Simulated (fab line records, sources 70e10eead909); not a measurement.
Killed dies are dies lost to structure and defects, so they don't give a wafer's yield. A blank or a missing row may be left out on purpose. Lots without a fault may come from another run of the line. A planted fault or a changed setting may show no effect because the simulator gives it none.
Chamber matching | flow nand_harc | NHARC_P_M1_PRE_CLEAN_32 on pecvd-01: 3 sister chambers
The step time 12 s. 6 wafers are shown with their chamber, then 12 later ones without.

WAFERS WITH THEIR CHAMBER
wafer  | chamber | heater_power_w (W)
L082.4 | 1       | 527
L084.4 | 2       | 658
L084.6 | 1       | 462
L086.2 | 0       | 725
L086.5 | 0       | 718
L086.6 | 2       | 580

WAFERS WITHOUT THEIR CHAMBER
wafer  | heater_power_w (W)
L089.3 | 542
L089.5 | 742
L089.6 | 534
L088.2 | 524
L088.4 | 523
L088.5 | 656
L092.1 | 525
L092.2 | 690
L092.5 | 698
L094.2 | 643
L094.4 | 623
L094.5 | 443

WHICH CHAMBER EACH WENT THROUGH
wafer  | from the rows above     | in truth
L089.3 | can't be placed: 1 or 2 | 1
L089.5 | 0                       | 0
L089.6 | can't be placed: 1 or 2 | 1
L088.2 | can't be placed: 1 or 2 | 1
L088.4 | can't be placed: 1 or 2 | 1
L088.5 | can't be placed: 2 or 0 | 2
L092.1 | can't be placed: 1 or 2 | 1
L092.2 | can't be placed: 0 or 2 | 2
L092.5 | can't be placed: 0 or 2 | 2
L094.2 | can't be placed: 2 or 0 | 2
L094.4 | 2                       | 2
L094.5 | 1                       | 1
Placed correctly: 3 of 12. Can't be placed from these rows: 9 (the true chamber is among the candidates in 9). Placed wrongly: 0.
How it was worked out, from the rows above alone: a wafer's distance from a chamber is the root of the sum, over the readings, of the square of ((its reading less the chamber's mean) divided by the reading's scatter). The wafer belongs to the nearest chamber; if the next one is less than 2 further off, it can't be placed. A chamber's mean is the mean of its shown wafers. The scatter: the root of (the sum of the squares of (reading less its chamber's mean) over the shown wafers, divided by (wafers less chambers)).
